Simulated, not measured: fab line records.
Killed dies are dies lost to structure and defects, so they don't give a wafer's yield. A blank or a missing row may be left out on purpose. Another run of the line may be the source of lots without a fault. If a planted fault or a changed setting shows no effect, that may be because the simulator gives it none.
fab line records	flow nandHarc
record lots=6	wafers=18	lastDay=34
route steps=1302 shown A_SGD_CUT@893 END@1302
lots that met no fault: from a run of the same line without faults
startH: hours from the record's first day to the start of the lot's first wafer shown	waitH: how many hours have passed since the lot's step before this one	" repeats the value in the row above	L1.1+2: several wafers, shown together as one row	- no value, or no start was given	* or withheld: withheld	< > ~ a bound
route shown NAME@n: NAME is a module with steps in the file, n the number in the route of the first one	usual: mean/standard deviation of fault-free wafers	same: alike in all rows	chamber/n: place in a boat	sites: the reading at each site	_std_site: their standard deviation	_edge_site: inner sites' mean taken away from outer sites' mean	radiusMm: how far each site lies from the wafer's centre	mask NAME#n: copy n	behind: the tool/chamber that last shaped the wafer	hold: cause of the lot's hold/its duration in hours/its outcome	device: transistor that didn't switch, given as n, p or np	end of line: the tests these same wafers got at the end of their route	a step given without rows: its recipe and nothing more	killed: dies lost to structure and defects at the first sort, not the wafer's yield	map: the dies of a wafer, with x for killed, . for not killed, _ for no die there
set.NAME: setting as actually run; set.NAME@STEP: the setting as run at that earlier step	model.NAME: the simulator's own value behind a step, which no gauge read
a table for each step, a row for each wafer; lots at some steps of the route
services: a tool's chamber out of use, with start hour (startH, from the record's first day; less than 0 if before it), hours out, and reason
## steps
# step NHARC_A_SGD_CUT_COAT_56
# recipe tempC=260	timeS=75
# step NHARC_A_SGD_CUT_COAT_57
# recipe tempC=225	timeS=65
# step NHARC_A_SGD_CUT_COAT_03
# recipe spinRpm=1500	resistThkNm=90
# step NHARC_A_SGD_CUT_SOFTBAKE_04
# recipe tempC=105	timeS=55
# step NHARC_A_SGD_CUT_EBR_05
# step NHARC_A_SGD_CUT_EXPOSE_06
# recipe na=1.35	doseMj=85.59	maskId=SGD
# step NHARC_A_SGD_CUT_PEB_07
# recipe pebTempC=100	pebTimeS=65
# step NHARC_A_SGD_CUT_DEVELOP_08
# recipe developTimeS=35	devTempC=23
# step NHARC_A_SGD_CUT_CD_MEAS_09
# recipe targetCdNm=100	landingEnergyEv=500
# usual cdNm=100.1/0.39
lot.wafer	tool	chamber	startH	waitH	cdNm
L275.1	cdSem-01	0	496.98	-	100.2
L275.3	"	0	"	"	100.0
L275.5	"	0	"	"	99.4
L278.1	cdSem-03	0	516.60	-	99.7
L278.3	"	0	"	"	100.2
L278.6	"	0	"	"	99.9
L280.1	cdSem-03	0	549.69	-	101.0
L280.5	"	0	"	"	100.1
L280.6	"	0	"	"	100.5
L282.1	cdSem-03	0	555.14	-	99.8
L282.2	"	0	"	"	100.0
L282.5	"	0	"	"	100.8
L287.1	cdSem-01	0	627.53	-	99.9
L287.2	"	0	"	"	99.6
L287.3	"	0	"	"	99.9
L289.3	cdSem-02	0	669.60	-	100.1
L289.5	"	0	"	"	99.3
L289.6	"	0	"	"	100.2
# step NHARC_A_SGD_CUT_OVL_MEAS_10
# usual overlayXNm=-0.1/1.1	overlayYNm=-0.1/0.72
lot.wafer	tool	chamber	startH	waitH	overlayXNm	overlayYNm
L275.1	overlay-01	-	497.07	-	0.7	0.2
L275.3	"	-	"	"	0.9	-0.5
L275.5	"	-	"	"	0.7	0.5
L278.1	overlay-02	-	516.69	-	1.1	-0.2
L278.3	"	-	"	"	1.1	-0.4
L278.6	"	-	"	"	1.0	-0.5
L280.1	overlay-02	-	549.78	-	-1.8	0.3
L280.5	"	-	"	"	-1.6	1.1
L280.6	"	-	"	"	-1.2	0.8
L282.1	overlay-01	-	555.23	-	-0.6	-0.2
L282.2	"	-	"	"	-0.7	-0.2
L282.5	"	-	"	"	-1.1	0.0
L287.1	overlay-01	-	627.62	-	1.9	0.7
L287.2	"	-	"	"	1.5	0.8
L287.3	"	-	"	"	2.0	0.8
L289.3	overlay-01	-	669.68	-	-0.6	-0.5
L289.5	"	-	"	"	-1.4	-0.9
L289.6	"	-	"	"	-1.2	-0.1
# step NHARC_A_SGD_CUT_INSPECT_11
# usual rawDefectCount=60/33
lot.wafer	tool	chamber	startH	waitH	rawDefectCount
L275.1	defectInspect-01	-	497.10	0.0	25
L275.3	"	-	"	"	24
L275.5	"	-	"	"	21
L278.1	defectInspect-01	-	516.73	0.0	64
L278.3	"	-	"	"	87
L278.6	"	-	"	"	78
L280.1	defectInspect-01	-	549.82	0.0	66
L280.5	"	-	"	"	82
L280.6	"	-	"	"	79
L282.1	defectInspect-01	-	555.27	0.0	83
L282.2	"	-	"	"	67
L282.5	"	-	"	"	97
L287.1	defectInspect-02	-	627.66	0.0	26
L287.2	"	-	"	"	25
L287.3	"	-	"	"	22
L289.3	defectInspect-02	-	669.72	0.0	31
L289.5	"	-	"	"	36
L289.6	"	-	"	"	39
# step NHARC_A_SGD_CUT_DESCUM_14
# recipe timeS=3	o2FlowSccm=200	arFlowSccm=0	biasPowerW=0	chemistry=O2
# usual drypumpMotorCurrentA=5.8/0.41	oesProductAu=0.998/0.0081	rfVppV=57.8/0.84	showerheadPlenumPTorr=1.87/0.054	throttleValvePct=11.311/0.0088
# same biasPowerW=0
lot.wafer	tool	chamber	startH	waitH	drypumpMotorCurrentA	oesProductAu	rfHoursCounterH	rfVppV	showerheadPlenumPTorr	throttleValvePct
L275.1	rieDiel-07	0	497.16	0.1	5.7	1.010	1	55.7	1.88	11.311
L275.3	"	2	"	"	5.4	1.003	1	56.7	1.93	11.323
L275.5	"	1	"	"	6.5	0.990	-	58.9	1.89	11.310
L278.1	rieDiel-02	3	516.79	0.1	6.2	0.998	7	56.5	1.81	11.303
L278.3	"	1	"	"	5.2	0.998	7	57.6	1.96	11.299
L278.6	"	3	"	"	6.2	1.001	-	57.6	1.81	11.301
L280.1	rieDiel-02	2	549.91	0.1	6.1	1.012	8	56.5	1.84	11.315
L280.6	"	3	"	"	6.2	1.012	-	56.6	1.81	11.306
L280.5	"	0	"	"	5.5	1.007	-	57.9	1.88	11.292
L282.1	rieDiel-02	1	555.33	0.1	5.2	0.991	9	58.7	1.96	11.317
L282.2	"	2	"	"	6.0	1.010	9	57.1	1.84	11.320
L282.5	"	1	"	"	5.2	0.994	-	57.9	1.96	11.319
L287.1	rieDiel-07	3	627.72	0.1	5.3	0.991	8	57.9	1.85	11.307
L287.2	"	0	"	"	5.7	0.997	7	57.9	1.88	11.308
L287.3	"	1	"	"	6.4	0.997	7	56.2	1.89	11.310
L289.3	rieDiel-07	3	669.79	0.1	5.3	0.979	0	57.4	1.85	11.301
L289.5	"	2	"	"	5.4	0.986	-	57.7	1.93	11.326
L289.6	"	3	"	"	5.3	0.978	-	56.7	1.85	11.303
# step NHARC_A_SGD_CUT_ETCH_58
# recipe targetDepthA=390	overEtchFrac=0.3	timeS=65	ionEnergyEv=80	cf4FlowSccm=150	arFlowSccm=0	rfW=300	biasW=100	chemistry=CF4
# usual drypumpMotorCurrentA=5.8/0.43	oesProductAu=0.999/0.0084	rfVppV=150.8/1	showerheadPlenumPTorr=1.74/0.046	throttleValvePct=13.284/0.0088
# same overEtchFrac=0.3
lot.wafer	tool	chamber	startH	waitH	drypumpMotorCurrentA	oesProductAu	rfHoursCounterH	rfVppV	showerheadPlenumPTorr	throttleValvePct
L275.3	rieDiel-07	3	497.25	0.1	5.3	1.005	1	150.0	1.72	13.292
L275.1	"	1	"	"	6.5	1.004	1	150.8	1.75	13.286
L275.5	"	2	"	"	5.4	0.995	-	150.9	1.78	13.277
L278.3	rieDiel-02	1	516.87	0.1	5.2	0.992	7	152.4	1.81	13.291
L278.1	"	3	"	"	6.2	1.004	7	150.3	1.68	13.282
L278.6	"	2	"	"	6.1	1.013	-	151.2	1.71	13.280
L280.1	rieDiel-02	3	549.97	0.1	6.2	1.020	8	148.8	1.68	13.290
L280.6	"	3	"	"	6.2	1.011	-	149.6	1.68	13.265
L280.5	"	0	"	"	5.5	0.800	-	150.7	1.74	13.285
L282.2	rieDiel-02	0	555.42	0.1	5.5	0.794	9	150.1	1.74	13.287
L282.1	"	1	"	"	5.2	0.983	9	153.2	1.81	13.308
L282.5	"	3	"	"	6.2	1.001	-	149.9	1.68	13.266
L287.3	rieDiel-07	1	627.81	0.1	6.5	0.985	7	150.2	1.74	13.283
L287.1	"	2	"	"	5.4	0.995	8	152.2	1.78	13.282
L287.2	"	3	"	"	5.3	1.000	8	151.8	1.71	13.292
L289.3	rieDiel-07	1	669.89	0.1	6.5	0.987	0	149.9	1.74	13.275
L289.6	"	2	"	"	5.4	1.003	-	150.2	1.78	13.286
L289.5	"	3	"	"	5.3	0.987	-	149.9	1.71	13.289
# step NHARC_A_SGD_CUT_ETCH_59
# recipe targetDepthA=2600	overEtchFrac=0.25	timeS=406.25	ionEnergyEv=200	n2FlowSccm=150	h2FlowSccm=150	arFlowSccm=0	rfW=400	biasW=150	chemistry=N2/H2
# usual drypumpMotorCurrentA=5.8/0.43	oesProductAu=0.998/0.0077	rfVppV=429.4/1.8	showerheadPlenumPTorr=2.00/0.06	throttleValvePct=14.171/0.0099
# same overEtchFrac=0.25
lot.wafer	tool	chamber	startH	waitH	drypumpMotorCurrentA	oesProductAu	rfHoursCounterH	rfVppV	showerheadPlenumPTorr	throttleValvePct
L275.1	rieDiel-07	2	-	-	5.4	0.999	1	430.9	2.06	14.200
L275.3	"	0	"	"	5.7	0.999	1	430.1	2.00	14.179
L275.5	"	2	"	"	5.4	0.994	-	431.4	2.06	14.172
L278.1	rieDiel-02	3	-	-	6.2	1.005	7	426.1	1.92	14.173
L278.3	"	0	"	"	5.5	0.999	7	428.3	2.00	14.162
L278.6	"	3	"	"	6.2	1.009	-	427.5	1.92	14.176
L280.1	rieDiel-02	0	-	-	5.5	0.993	8	429.7	2.00	14.178
L280.6	"	1	"	"	5.2	0.990	-	429.4	2.09	14.176
L280.5	"	2	"	"	6.1	0.997	-	428.6	1.96	14.172
L282.1	rieDiel-02	1	-	-	5.2	1.008	9	431.8	2.09	14.185
L282.2	"	3	"	"	6.2	1.004	9	427.2	1.92	14.177
L282.5	"	0	"	"	5.5	1.004	-	428.9	2.00	14.174
L287.2	rieDiel-07	3	-	-	5.3	0.988	8	429.4	1.97	14.184
L287.1	"	0	"	"	5.7	0.994	8	430.4	2.00	14.168
L287.3	"	1	"	"	6.5	0.984	7	428.5	2.01	14.157
L289.3	rieDiel-07	0	-	-	5.7	0.999	0	428.5	2.00	14.161
L289.5	"	1	"	"	6.4	0.986	-	429.8	2.01	14.177
L289.6	"	2	"	"	5.4	0.993	-	432.0	2.05	14.181
# step NHARC_END_SORT_01
# recipe tempC=25
# usual killedAtArray=58/20	killedAtOther=0.9/1.4	killedAtPeriphery=4/3.1	killedDies=63/20	killedOpen=3.3/1.8	killedShort=2.4/1.5
# same grossDies=677
lot.wafer	tool	chamber	startH	waitH	killedAtArray	killedAtOther	killedAtPeriphery	killedDies	killedOpen	killedShort
L280.5	prober-01	0	690.94	3.7	671	0	5	676	3	0
L282.2	prober-01	0	723.36	2.7	673	1	3	677	1	3
L287.1	prober-01	0	771.30	2.5	48	1	7	56	4	2
L287.2	prober-01	0	772.09	2.8	31	0	11	42	4	3
L287.3	prober-01	0	772.89	3.1	31	0	13	44	1	1
# killed by level:class
L280.5 A_SGD_CUT:areaEtch=588 A_SLIT:chamberFilmFlake=33 A_CHANNEL_HOLE_D1:chamberFilmFlake=28 A_CHANNEL_HOLE_D2:chamberFilmFlake=8 A_WL_FILL:chamberFilmFlake=5 P_ZERO_WELL:chamberFilmFlake=3 A_STAIRCASE:chamberFilmFlake=3 A_CONTACT:chamberFilmFlake=2
L282.2 A_SGD_CUT:areaEtch=634 A_CHANNEL_HOLE_D1:chamberFilmFlake=22 A_CHANNEL_HOLE_D2:chamberFilmFlake=11 P_ZERO_WELL:chamberFilmFlake=2 P_GATE:geometricParticle:short=1 A_CHANNEL_FILL_D1:geometricParticle:open=1 A_STAIRCASE:geometricParticle:short=1 A_M0:geometricParticle:short=1
L287.1 A_SLIT:chamberFilmFlake=24 A_CHANNEL_HOLE_D1:chamberFilmFlake=11 P_STI:chamberFilmFlake=2 P_GATE:chamberFilmFlake=2 P_M0:chamberFilmFlake=2 A_BONDPAD:chamberFilmFlake=2 A_CHANNEL_HOLE_D2:chamberFilmFlake=2 A_STAIRCASE:chamberFilmFlake=2
L287.2 A_SLIT:chamberFilmFlake=17 P_STI:chamberFilmFlake=5 P_M0:chamberFilmFlake=4 A_CHANNEL_HOLE_D1:chamberFilmFlake=4 A_ONON_D1:geometricParticle:short=2 A_M1:geometricParticle:open=2 P_GATE:chamberFilmFlake=2 A_CHANNEL_FILL_D1:geometricParticle:open=1
L287.3 A_SLIT:chamberFilmFlake=16 A_CHANNEL_HOLE_D1:chamberFilmFlake=7 P_GATE:chamberFilmFlake=6 P_STI:chamberFilmFlake=3 P_M0:chamberFilmFlake=3 A_CONTACT:chamberFilmFlake=2 A_BONDPAD:chamberFilmFlake=2 A_ONON_D1:geometricParticle:short=1
# map L280.5 (x killed, . not)
____________x____________
_________xxxxxxx_________
_______xxxxxxxxxxx_______
______xxxxxxxxxxxxx______
_____xxxxxxxxxxxxxxx_____
____xxxxxxxxxxxxxxxxx____
____xxxxxxxxxxxxxxxxx____
___xxxxxxxxxxxxxxxxxxx___
___xxxxxxxxxxxxxxxxxxx___
__xxxxxxxxxxxxxxxxxxxxx__
__xxxxxxxxxxxxxxxxxxxxx__
_xxxxxxxxxxxxxxxxxxxxxxx_
_xxxxxxxxxxxxxxxxxxxxxxx_
_xxxxxxxxxxxxxxxxxxxxxxx_
_xxxxxxxxxxxxxxxxxxxxxxx_
_xxxxxxxxxxxxxxxxxxxxxxx_
xxxxxxxxxxxxxxxxxxxxxxxxx
xxxxxxxxxxxxxxxxxxxxxxxxx
xxxxxxxxxxxxxxxxxxxxxxxxx
xxxxxxxxxxxxxxxxxxxxxxxxx
xxxxxxxxxxxxxxxxxxxxxxxx.
_xxxxxxxxxxxxxxxxxxxxxxx_
_xxxxxxxxxxxxxxxxxxxxxxx_
_xxxxxxxxxxxxxxxxxxxxxxx_
_xxxxxxxxxxxxxxxxxxxxxxx_
_xxxxxxxxxxxxxxxxxxxxxxx_
__xxxxxxxxxxxxxxxxxxxxx__
__xxxxxxxxxxxxxxxxxxxxx__
___xxxxxxxxxxxxxxxxxxx___
___xxxxxxxxxxxxxxxxxxx___
____xxxxxxxxxxxxxxxxx____
____xxxxxxxxxxxxxxxxx____
_____xxxxxxxxxxxxxxx_____
______xxxxxxxxxxxxx______
_______xxxxxxxxxxx_______
_________xxxxxxx_________
____________x____________
# map L282.2 (x killed, . not)
____________x____________
_________xxxxxxx_________
_______xxxxxxxxxxx_______
______xxxxxxxxxxxxx______
_____xxxxxxxxxxxxxxx_____
____xxxxxxxxxxxxxxxxx____
____xxxxxxxxxxxxxxxxx____
___xxxxxxxxxxxxxxxxxxx___
___xxxxxxxxxxxxxxxxxxx___
__xxxxxxxxxxxxxxxxxxxxx__
__xxxxxxxxxxxxxxxxxxxxx__
_xxxxxxxxxxxxxxxxxxxxxxx_
_xxxxxxxxxxxxxxxxxxxxxxx_
_xxxxxxxxxxxxxxxxxxxxxxx_
_xxxxxxxxxxxxxxxxxxxxxxx_
_xxxxxxxxxxxxxxxxxxxxxxx_
xxxxxxxxxxxxxxxxxxxxxxxxx
xxxxxxxxxxxxxxxxxxxxxxxxx
xxxxxxxxxxxxxxxxxxxxxxxxx
xxxxxxxxxxxxxxxxxxxxxxxxx
xxxxxxxxxxxxxxxxxxxxxxxxx
_xxxxxxxxxxxxxxxxxxxxxxx_
_xxxxxxxxxxxxxxxxxxxxxxx_
_xxxxxxxxxxxxxxxxxxxxxxx_
_xxxxxxxxxxxxxxxxxxxxxxx_
_xxxxxxxxxxxxxxxxxxxxxxx_
__xxxxxxxxxxxxxxxxxxxxx__
__xxxxxxxxxxxxxxxxxxxxx__
___xxxxxxxxxxxxxxxxxxx___
___xxxxxxxxxxxxxxxxxxx___
____xxxxxxxxxxxxxxxxx____
____xxxxxxxxxxxxxxxxx____
_____xxxxxxxxxxxxxxx_____
______xxxxxxxxxxxxx______
_______xxxxxxxxxxx_______
_________xxxxxxx_________
____________x____________
## services
tool	chamber	startH	hours	kind
rieDiel-02	0	476.20	-	clean
rieDiel-02	1	476.20	-	clean
rieDiel-02	2	476.20	-	clean
rieDiel-02	3	476.20	-	clean
rieDiel-07	0	481.85	-	clean
rieDiel-07	1	481.85	-	clean
rieDiel-07	2	481.85	-	clean
rieDiel-07	3	481.85	-	clean
rieDiel-02	2	488.45	3.1	repair
rieDiel-02	0	500.70	-	clean
rieDiel-02	1	500.70	-	clean
rieDiel-02	2	500.70	-	clean
rieDiel-02	3	500.70	-	clean
rieDiel-07	0	506.35	-	clean
rieDiel-07	1	506.35	-	clean
rieDiel-07	2	506.35	-	clean
rieDiel-07	3	506.35	-	clean
rieDiel-07	-	511.40	1.1	repair
rieDiel-02	0	525.20	-	clean
rieDiel-02	-	570.70	9.0	pm
rieDiel-02	1	581.32	17.0	repair
rieDiel-02	2	630.46	98.1	repair
rieDiel-07	1	646.94	6.9	repair
rieDiel-07	-	649.85	9.0	pm
## key
firstSign step=NHARC_A_SGD_CUT_ETCH_58	reading=oesProductAu	direction=down	sigmas=24	usual=0.999	struck=0.797
effect step=NHARC_END_SORT_01	reading=killedAtArray	direction=up	sigmas=31	usual=58	struck=672
moreKillsBornAt NHARC_A_SGD_CUT_ETCH_58@rieDiel-02=1222
metAt NHARC_A_SGD_CUT_ETCH_58
struckWafers L280.5,L282.2
laterRowsLeftOut L280.5,L282.2
testerLeftOut L280,L282
fault kind=processParameterDrift	tool=rieDiel-02	chamber=0	onsetH=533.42	steps=NHARC_A_SGD_CUT_ETCH_58	channel=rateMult	offset=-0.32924	shape=step	endH=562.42
# testerLeftOut: of these lots the tester's yield and bins aren't shown, on N5 and GAA mostly nor the transistor test; their killed dies are dies lost to structure and defects alone, not to doping, threshold or leakage, so they don't give the yield
# laterRowsLeftOut: the simulator's readings of these wafers behind a module that went badly wrong aren't trusted and aren't shown, but for the sort
